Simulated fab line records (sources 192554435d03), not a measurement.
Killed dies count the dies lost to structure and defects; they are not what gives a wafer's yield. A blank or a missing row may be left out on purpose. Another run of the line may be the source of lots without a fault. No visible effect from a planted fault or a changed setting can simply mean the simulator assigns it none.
fab line records	flow n5_finfet
record: lots: 24	wafers: 72	last_day: 18
route steps=1938 shown BEOL_M13@1715 BEOL_M14@1736
lots with no fault: from the same line, run without faults
start_h: hours from the record's first day to the start of the lot's first wafer shown	wait_h: hours since the lot's step before	" the same as in the row above	L1.1+2: a row that stands for several wafers	- no value, or no start given	* or withheld: withheld	< > ~ a bound
route shown NAME@n: names a module that has steps shown in the file, with the first one's number in the route	usual: average and standard deviation across the fault-free wafers	same: alike in all rows	chamber/n: place in a boat	sites: readings site by site	_std_site: the standard deviation of these	_edge_site: the outer-site mean with the inner-site mean subtracted	radius_mm: for every site, how far away it sits from the centre of the wafer	mask NAME#n: copy n	behind: the last tool/chamber to shape the wafer	hold: why the lot went on hold/how many hours it stayed there/how the hold came to an end	device: which transistor (n, p or np) failed to switch	end of line: tests of these same wafers at the route's end	where a step has no rows: the recipe by itself	killed: count of dies lost to structure and defects at first sort (not the wafer's yield)	map: dies across one wafer; x = killed, . = not, _ = none there
set.NAME: the setting that was run; set.NAME@STEP: the one run at that earlier step	model.NAME: the simulator's own value behind a step, which no gauge read
the route's steps for a sample of lots (tables are steps, rows are wafers)
services: a tool's chamber out of use, with start hour (start_h, from the record's first day; less than 0 if before it), hours out, and reason
== steps ==
step: N5_BEOL_M13_INSPECT_55
recipe: inspect_instrument: darkfield	mode: post_dep
usual: raw_defect_count: 67/26
lot.wafer	tool	chamber	start_h	wait_h	raw_defect_count
L074.1	defect_inspect-01	-	241.97	0.0	84
L074.2	"	-	"	"	33
L074.5	"	-	"	"	73
L075.3	defect_inspect-02	-	244.20	0.0	57
L075.4	"	-	"	"	62
L075.5	"	-	"	"	64
L076.1	defect_inspect-02	-	251.29	0.0	65
L076.2	"	-	"	"	36
L076.3	"	-	"	"	56
L077.3	defect_inspect-02	-	254.46	0.0	39
L077.4	"	-	"	"	37
L077.5	"	-	"	"	74
L078.1	defect_inspect-02	-	269.81	0.0	62
L078.3	"	-	"	"	47
L078.4	"	-	"	"	25
L079.2	defect_inspect-02	-	274.14	0.0	62
L079.3	"	-	"	"	67
L079.4	"	-	"	"	52
L080.2	defect_inspect-02	-	281.50	0.0	56
L080.3	"	-	"	"	45
L080.4	"	-	"	"	43
L081.1	defect_inspect-02	-	294.97	0.0	82
L081.3	"	-	"	"	42
L081.6	"	-	"	"	48
L082.1	defect_inspect-02	-	301.64	0.0	149
L082.3	"	-	"	"	115
L082.4	"	-	"	"	66
L083.2	defect_inspect-02	-	301.87	0.0	127
L083.3	"	-	"	"	97
L083.6	"	-	"	"	126
L084.3	defect_inspect-02	-	309.69	0.0	59
L084.5	"	-	"	"	54
L084.6	"	-	"	"	49
L085.1	defect_inspect-02	-	311.48	0.0	61
L085.2	"	-	"	"	63
L085.6	"	-	"	"	66
L086.3	defect_inspect-01	-	325.43	0.0	65
L086.4	"	-	"	"	51
L086.5	"	-	"	"	63
L088.1	defect_inspect-01	-	333.35	0.0	75
L088.2	"	-	"	"	71
L088.5	"	-	"	"	98
L087.3	defect_inspect-02	-	336.85	0.0	48
L087.4	"	-	"	"	41
L087.5	"	-	"	"	52
L089.2	defect_inspect-02	-	351.39	0.0	103
L089.5	"	-	"	"	80
L089.6	"	-	"	"	99
L090.4	defect_inspect-01	-	353.09	0.0	72
L090.5	"	-	"	"	27
L090.6	"	-	"	"	46
L091.1	defect_inspect-02	-	356.73	0.0	106
L091.3	"	-	"	"	132
L091.6	"	-	"	"	104
L092.1	defect_inspect-02	-	363.21	0.0	53
L092.2	"	-	"	"	40
L092.5	"	-	"	"	64
L094.2	defect_inspect-02	-	365.97	0.0	117
L094.3	"	-	"	"	79
L094.4	"	-	"	"	91
L095.4	defect_inspect-02	-	367.01	0.0	60
L095.5	"	-	"	"	68
L095.6	"	-	"	"	73
L093.1	defect_inspect-02	-	380.50	0.0	50
L093.4	"	-	"	"	53
L093.5	"	-	"	"	58
L096.1	defect_inspect-01	-	392.90	0.0	60
L096.3	"	-	"	"	46
L096.5	"	-	"	"	34
L097.2	defect_inspect-01	-	407.57	0.0	88
L097.4	"	-	"	"	62
L097.5	"	-	"	"	55
step: N5_BEOL_M14_CD_MEAS_17
recipe: target_cd_nm: 250	polarity: opening
usual: cd_nm: 252.2/2.6
lot.wafer	tool	chamber	start_h	wait_h	cd_nm
L074.1	cd_sem-01	-	243.17	0.0	251.4
L074.2	"	-	"	"	250.9
L074.5	"	-	"	"	256.7
L075.3	cd_sem-01	-	245.30	0.0	249.8
L075.4	"	-	"	"	254.2
L075.5	"	-	"	"	257.4
L076.1	cd_sem-02	-	252.48	0.0	253.0
L076.2	"	-	"	"	249.6
L076.3	"	-	"	"	250.5
L077.3	cd_sem-01	-	255.90	0.0	252.0
L077.4	"	-	"	"	255.1
L077.5	"	-	"	"	249.9
L078.1	cd_sem-02	-	271.87	0.0	250.2
L078.3	"	-	"	"	247.9
L078.4	"	-	"	"	247.9
L079.2	cd_sem-01	-	276.50	0.0	255.9
L079.3	"	-	"	"	248.6
L079.4	"	-	"	"	254.9
L080.2	cd_sem-02	-	282.69	0.0	253.5
L080.3	"	-	"	"	246.3
L080.4	"	-	"	"	253.5
L081.1	cd_sem-02	-	296.03	0.0	256.5
L081.3	"	-	"	"	253.8
L081.6	"	-	"	"	255.7
L082.1	cd_sem-03	-	302.69	0.0	251.4
L082.3	"	-	"	"	249.9
L082.4	"	-	"	"	251.2
L083.2	cd_sem-03	-	303.20	0.0	249.5
L083.3	"	-	"	"	252.2
L083.6	"	-	"	"	252.4
L084.3	cd_sem-02	-	310.88	0.0	249.1
L084.5	"	-	"	"	251.0
L084.6	"	-	"	"	252.0
L085.1	cd_sem-01	-	312.80	0.0	250.8
L085.2	"	-	"	"	252.4
L085.6	"	-	"	"	250.3
L086.3	cd_sem-01	-	326.91	0.0	256.1
L086.4	"	-	"	"	250.5
L086.5	"	-	"	"	256.1
L088.1	cd_sem-03	-	334.57	0.0	257.0
L088.2	"	-	"	"	257.6
L088.5	"	-	"	"	253.7
L087.3	cd_sem-02	-	338.13	0.0	255.6
L087.4	"	-	"	"	250.4
L087.5	"	-	"	"	256.3
L089.2	cd_sem-02	-	352.45	0.0	255.0
L089.5	"	-	"	"	251.7
L089.6	"	-	"	"	255.3
L090.4	cd_sem-01	-	354.45	0.0	255.1
L090.5	"	-	"	"	258.3
L090.6	"	-	"	"	253.8
L091.1	cd_sem-01	-	358.18	0.0	253.6
L091.3	"	-	"	"	250.6
L091.6	"	-	"	"	254.2
L092.1	cd_sem-01	-	364.44	0.0	250.9
L092.2	"	-	"	"	251.3
L092.5	"	-	"	"	250.3
L094.2	cd_sem-01	-	375.16	0.0	253.2
L094.3	"	-	"	"	246.7
L094.4	"	-	"	"	252.0
L095.4	cd_sem-02	-	375.17	0.0	252.2
L095.5	"	-	"	"	254.3
L095.6	"	-	"	"	252.6
L093.1	cd_sem-03	-	381.55	0.0	246.6
L093.4	"	-	"	"	251.5
L093.5	"	-	"	"	251.3
L096.1	cd_sem-01	-	393.97	0.0	252.1
L096.3	"	-	"	"	250.4
L096.5	"	-	"	"	251.2
L097.2	cd_sem-02	-	408.76	0.0	254.1
L097.4	"	-	"	"	255.1
L097.5	"	-	"	"	249.4
step: N5_BEOL_M14_PRE_CLEAN_42
recipe: gas: H2/He	time_s: 30	temp_c: 300
usual: heater_power_w: 467/61
lot.wafer	tool	chamber	start_h	wait_h	heater_power_w
L074.1	pvd_sputter-02	-	246.34	0.0	454
L074.2	"	-	"	"	502
L074.5	"	-	"	"	485
L075.3	pvd_sputter-02	-	247.36	0.0	480
L075.4	"	-	"	"	437
L075.5	"	-	"	"	483
L076.1	pvd_sputter-03	-	255.29	0.0	354
L076.2	"	-	"	"	462
L076.3	"	-	"	"	463
L077.3	pvd_sputter-03	-	259.52	0.0	467
L077.4	"	-	"	"	563
L077.5	"	-	"	"	472
L078.1	pvd_sputter-01	-	274.76	0.0	422
L078.3	"	-	"	"	540
L078.4	"	-	"	"	423
L079.2	pvd_sputter-03	-	279.80	0.0	581
L079.3	"	-	"	"	458
L079.4	"	-	"	"	344
L080.2	pvd_sputter-01	-	284.78	0.0	446
L080.3	"	-	"	"	450
L080.4	"	-	"	"	417
L081.1	pvd_sputter-02	-	300.33	0.0	437
L081.3	"	-	"	"	463
L081.6	"	-	"	"	485
L082.1	pvd_sputter-03	-	304.53	0.0	470
L082.3	"	-	"	"	566
L082.4	"	-	"	"	470
L083.2	pvd_sputter-03	-	306.99	0.0	456
L083.3	"	-	"	"	580
L083.6	"	-	"	"	468
L084.3	pvd_sputter-03	-	313.12	0.0	469
L084.5	"	-	"	"	588
L084.6	"	-	"	"	458
L085.1	pvd_sputter-03	-	314.48	0.0	462
L085.2	"	-	"	"	348
L085.6	"	-	"	"	573
L086.3	pvd_sputter-02	-	329.63	0.0	438
L086.4	"	-	"	"	462
L086.5	"	-	"	"	450
L088.1	pvd_sputter-03	-	336.07	0.0	347
L088.2	"	-	"	"	567
L088.5	"	-	"	"	569
L087.3	pvd_sputter-02	-	341.22	0.0	460
L087.4	"	-	"	"	496
L087.5	"	-	"	"	504
L089.2	pvd_sputter-01	-	355.00	0.0	529
L089.5	"	-	"	"	421
L089.6	"	-	"	"	431
L090.4	pvd_sputter-02	-	358.53	0.0	445
L090.5	"	-	"	"	464
L090.6	"	-	"	"	437
L091.1	pvd_sputter-03	-	361.42	0.0	456
L091.3	"	-	"	"	347
L091.6	"	-	"	"	458
L092.1	pvd_sputter-01	-	368.66	0.0	414
L092.2	"	-	"	"	439
L092.5	"	-	"	"	434
L094.2	pvd_sputter-02	-	379.98	0.0	453
L094.3	"	-	"	"	463
L094.4	"	-	"	"	505
L095.4	pvd_sputter-01	-	380.35	0.0	432
L095.5	"	-	"	"	409
L095.6	"	-	"	"	532
L093.1	pvd_sputter-03	-	386.47	0.0	462
L093.4	"	-	"	"	472
L093.5	"	-	"	"	350
L096.1	pvd_sputter-03	-	396.33	0.0	567
L096.3	"	-	"	"	352
L096.5	"	-	"	"	466
L097.2	pvd_sputter-03	-	410.42	0.0	571
L097.4	"	-	"	"	466
L097.5	"	-	"	"	553
step: N5_BEOL_M14_ANNEAL_48
recipe: temp_c: 225	time_s: 90	ambient: N2
usual: anneal_temp_c: 225.03/0.16	wafer_temp_C_max: 226.5/0.48
lot.wafer	tool	chamber	start_h	wait_h	anneal_temp_c	wafer_temp_C_max
L074.1	rtp_anneal-01	0	246.85	0.1	224.92	225.8
L074.2	"	0	"	"	225.09	226.4
L074.5	"	0	"	"	225.02	226.3
L075.3	rtp_anneal-01	0	247.96	0.2	225.01	225.9
L075.4	"	0	"	"	224.88	226.0
L075.5	"	0	"	"	224.95	226.1
L076.1	rtp_anneal-02	0	255.80	0.1	224.88	226.6
L076.2	"	0	"	"	225.12	226.8
L076.3	"	0	"	"	224.85	227.1
L077.3	rtp_anneal-02	0	260.12	0.2	225.24	227.3
L077.4	"	0	"	"	225.15	227.4
L077.5	"	0	"	"	224.91	227.0
L078.1	rtp_anneal-02	0	275.27	0.1	224.76	226.5
L078.3	"	0	"	"	224.78	226.3
L078.4	"	0	"	"	224.81	227.5
L079.2	rtp_anneal-02	0	280.35	0.2	225.26	227.0
L079.3	"	0	"	"	225.11	226.9
L079.4	"	0	"	"	225.22	226.7
L080.2	rtp_anneal-01	0	285.56	0.4	224.89	226.2
L080.3	"	0	"	"	225.10	226.4
L080.4	"	0	"	"	224.93	226.1
L081.1	rtp_anneal-01	0	300.84	0.1	225.13	226.0
L081.3	"	0	"	"	225.04	226.1
L081.6	"	0	"	"	225.36	226.2
L082.1	rtp_anneal-02	0	307.07	2.2	224.97	226.7
L082.3	"	0	"	"	225.10	227.1
L082.4	"	0	"	"	225.23	226.4
L083.2	rtp_anneal-01	0	309.90	2.5	224.91	226.1
L083.3	"	0	"	"	224.69	226.2
L083.6	"	0	"	"	224.84	225.9
L084.3	rtp_anneal-02	0	313.72	0.2	224.92	226.5
L084.5	"	0	"	"	225.14	226.9
L084.6	"	0	"	"	225.16	226.9
L085.1	rtp_anneal-02	0	315.34	0.5	225.05	226.4
L085.2	"	0	"	"	225.29	226.5
L085.6	"	0	"	"	225.34	226.8
L086.3	rtp_anneal-01	0	330.33	0.3	224.94	226.4
L086.4	"	0	"	"	225.32	225.8
L086.5	"	0	"	"	225.19	226.1
L088.1	rtp_anneal-02	0	336.57	0.1	224.89	227.3
L088.2	"	0	"	"	225.01	226.9
L088.5	"	0	"	"	225.01	226.5
L087.3	rtp_anneal-01	0	341.81	0.2	225.16	226.2
L087.4	"	0	"	"	224.62	225.6
L087.5	"	0	"	"	224.90	225.8
L089.2	rtp_anneal-02	0	355.76	0.4	224.98	226.4
L089.5	"	0	"	"	225.17	226.9
L089.6	"	0	"	"	225.00	227.0
L090.4	rtp_anneal-02	0	359.17	0.2	225.01	226.3
L090.5	"	0	"	"	225.23	226.1
L090.6	"	0	"	"	225.13	226.1
L091.1	rtp_anneal-01	0	361.93	0.1	225.23	226.1
L091.3	"	0	"	"	225.03	226.0
L091.6	"	0	"	"	225.03	226.1
L092.1	rtp_anneal-02	0	369.31	0.2	224.87	226.5
L092.2	"	0	"	"	224.74	226.9
L092.5	"	0	"	"	224.92	227.1
L094.2	rtp_anneal-02	0	380.53	0.2	225.17	226.0
L094.3	"	0	"	"	225.25	226.3
L094.4	"	0	"	"	224.95	227.5
L095.4	rtp_anneal-01	0	380.99	0.2	225.02	226.2
L095.5	"	0	"	"	224.99	226.0
L095.6	"	0	"	"	225.00	226.2
L093.1	rtp_anneal-02	0	387.03	0.2	225.23	226.9
L093.4	"	0	"	"	225.14	226.9
L093.5	"	0	"	"	225.21	226.3
L096.1	rtp_anneal-01	0	396.86	0.1	225.12	225.9
L096.3	"	0	"	"	224.89	226.1
L096.5	"	0	"	"	224.85	225.8
L097.2	rtp_anneal-02	0	410.97	0.2	224.97	226.6
L097.4	"	0	"	"	225.21	226.8
L097.5	"	0	"	"	224.96	226.7
step: N5_BEOL_M14_THK_MEAS_50
recipe: thk_meas_gauge: xrf	reads: Cu_of_BEOL_M14_ECD_47
usual: M14_THK: 561/25
lot.wafer	tool	chamber	start_h	wait_h	M14_THK[nm]
L074.1	film_metro-02	-	247.44	-	561
L074.2	"	-	"	"	532
L074.5	"	-	"	"	565
L075.3	film_metro-02	-	248.46	-	608
L075.4	"	-	"	"	550
L075.5	"	-	"	"	607
L076.1	film_metro-02	-	256.39	-	541
L076.2	"	-	"	"	566
L076.3	"	-	"	"	571
L077.3	film_metro-02	-	260.62	-	595
L077.4	"	-	"	"	540
L077.5	"	-	"	"	599
L078.1	film_metro-02	-	275.86	-	542
L078.3	"	-	"	"	570
L078.4	"	-	"	"	555
L079.2	film_metro-02	-	280.90	-	560
L079.3	"	-	"	"	563
L079.4	"	-	"	"	610
L080.2	film_metro-01	-	286.11	-	561
L080.3	"	-	"	"	526
L080.4	"	-	"	"	546
L081.1	film_metro-01	-	301.43	-	565
L081.3	"	-	"	"	544
L081.6	"	-	"	"	542
L082.1	film_metro-02	-	307.67	-	535
L082.3	"	-	"	"	539
L082.4	"	-	"	"	575
L083.2	film_metro-01	-	310.46	-	570
L083.3	"	-	"	"	566
L083.6	"	-	"	"	566
L084.3	film_metro-01	-	314.22	-	540
L084.5	"	-	"	"	525
L084.6	"	-	"	"	559
L085.1	film_metro-01	-	315.93	-	550
L085.2	"	-	"	"	563
L085.6	"	-	"	"	554
L086.3	film_metro-02	-	330.84	-	588
L086.4	"	-	"	"	530
L086.5	"	-	"	"	518
L088.1	film_metro-02	-	337.18	-	550
L088.2	"	-	"	"	545
L088.5	"	-	"	"	569
L087.3	film_metro-01	-	342.31	-	589
L087.4	"	-	"	"	586
L087.5	"	-	"	"	524
L089.2	film_metro-01	-	356.30	-	629
L089.5	"	-	"	"	572
L089.6	"	-	"	"	632
L090.4	film_metro-02	-	359.63	-	588
L090.5	"	-	"	"	591
L090.6	"	-	"	"	526
L091.1	film_metro-02	-	362.52	-	524
L091.3	"	-	"	"	566
L091.6	"	-	"	"	548
L092.1	film_metro-02	-	369.90	-	557
L092.2	"	-	"	"	550
L092.5	"	-	"	"	557
L094.2	film_metro-01	-	381.09	-	553
L094.3	"	-	"	"	560
L094.4	"	-	"	"	543
L095.4	film_metro-01	-	381.45	-	535
L095.5	"	-	"	"	528
L095.6	"	-	"	"	540
L093.1	film_metro-01	-	387.62	-	554
L093.4	"	-	"	"	611
L093.5	"	-	"	"	549
L096.1	film_metro-01	-	397.45	-	534
L096.3	"	-	"	"	548
L096.5	"	-	"	"	553
L097.2	film_metro-01	-	411.52	-	611
L097.4	"	-	"	"	547
L097.5	"	-	"	"	560
step: N5_BEOL_M14_INSPECT_55
recipe: inspect_instrument: darkfield	mode: post_dep
usual: raw_defect_count: 72/28
lot.wafer	tool	chamber	start_h	wait_h	raw_defect_count
L074.1	defect_inspect-02	-	247.59	0.0	144
L074.2	"	-	"	"	117
L074.5	"	-	"	"	90
L075.3	defect_inspect-01	-	248.62	0.0	110
L075.4	"	-	"	"	110
L075.5	"	-	"	"	87
L076.1	defect_inspect-02	-	256.54	0.0	44
L076.2	"	-	"	"	38
L076.3	"	-	"	"	48
L077.3	defect_inspect-02	-	260.78	0.0	53
L077.4	"	-	"	"	47
L077.5	"	-	"	"	57
L078.1	defect_inspect-02	-	276.01	0.0	75
L078.3	"	-	"	"	73
L078.4	"	-	"	"	66
L079.2	defect_inspect-02	-	281.05	0.0	121
L079.3	"	-	"	"	157
L079.4	"	-	"	"	97
L080.2	defect_inspect-02	-	286.26	0.0	55
L080.3	"	-	"	"	149
L080.4	"	-	"	"	113
L081.1	defect_inspect-02	-	301.58	0.0	45
L081.3	"	-	"	"	41
L081.6	"	-	"	"	63
L082.1	defect_inspect-02	-	307.82	0.0	61
L082.3	"	-	"	"	69
L082.4	"	-	"	"	54
L083.2	defect_inspect-02	-	310.61	0.0	67
L083.3	"	-	"	"	62
L083.6	"	-	"	"	81
L084.3	defect_inspect-02	-	314.38	0.0	82
L084.5	"	-	"	"	85
L084.6	"	-	"	"	66
L085.1	defect_inspect-02	-	316.09	0.0	64
L085.2	"	-	"	"	56
L085.6	"	-	"	"	63
L086.3	defect_inspect-01	-	330.99	0.0	38
L086.4	"	-	"	"	44
L086.5	"	-	"	"	59
L088.1	defect_inspect-02	-	337.33	0.0	118
L088.2	"	-	"	"	112
L088.5	"	-	"	"	101
L087.3	defect_inspect-02	-	342.47	0.0	57
L087.4	"	-	"	"	34
L087.5	"	-	"	"	47
L089.2	defect_inspect-01	-	356.46	0.0	58
L089.5	"	-	"	"	78
L089.6	"	-	"	"	46
L090.4	defect_inspect-02	-	359.78	0.0	56
L090.5	"	-	"	"	48
L090.6	"	-	"	"	63
L091.1	defect_inspect-01	-	362.67	0.0	122
L091.3	"	-	"	"	81
L091.6	"	-	"	"	84
L092.1	defect_inspect-01	-	370.06	0.0	137
L092.2	"	-	"	"	75
L092.5	"	-	"	"	99
L094.2	defect_inspect-01	-	381.25	0.0	63
L094.3	"	-	"	"	35
L094.4	"	-	"	"	30
L095.4	defect_inspect-02	-	381.60	0.0	66
L095.5	"	-	"	"	70
L095.6	"	-	"	"	60
L093.1	defect_inspect-02	-	387.79	0.0	83
L093.4	"	-	"	"	116
L093.5	"	-	"	"	65
L096.1	defect_inspect-02	-	397.60	0.0	29
L096.3	"	-	"	"	51
L096.5	"	-	"	"	48
L097.2	defect_inspect-02	-	411.67	0.0	73
L097.4	"	-	"	"	64
L097.5	"	-	"	"	79
== services ==
tool	chamber	start_h	hours	kind
rtp_anneal-01	-	304.99	3.9	pm
rtp_anneal-01	-	338.61	1.1	pm
pvd_sputter-01	-	400.57	5.2	repair
== key ==
fault none
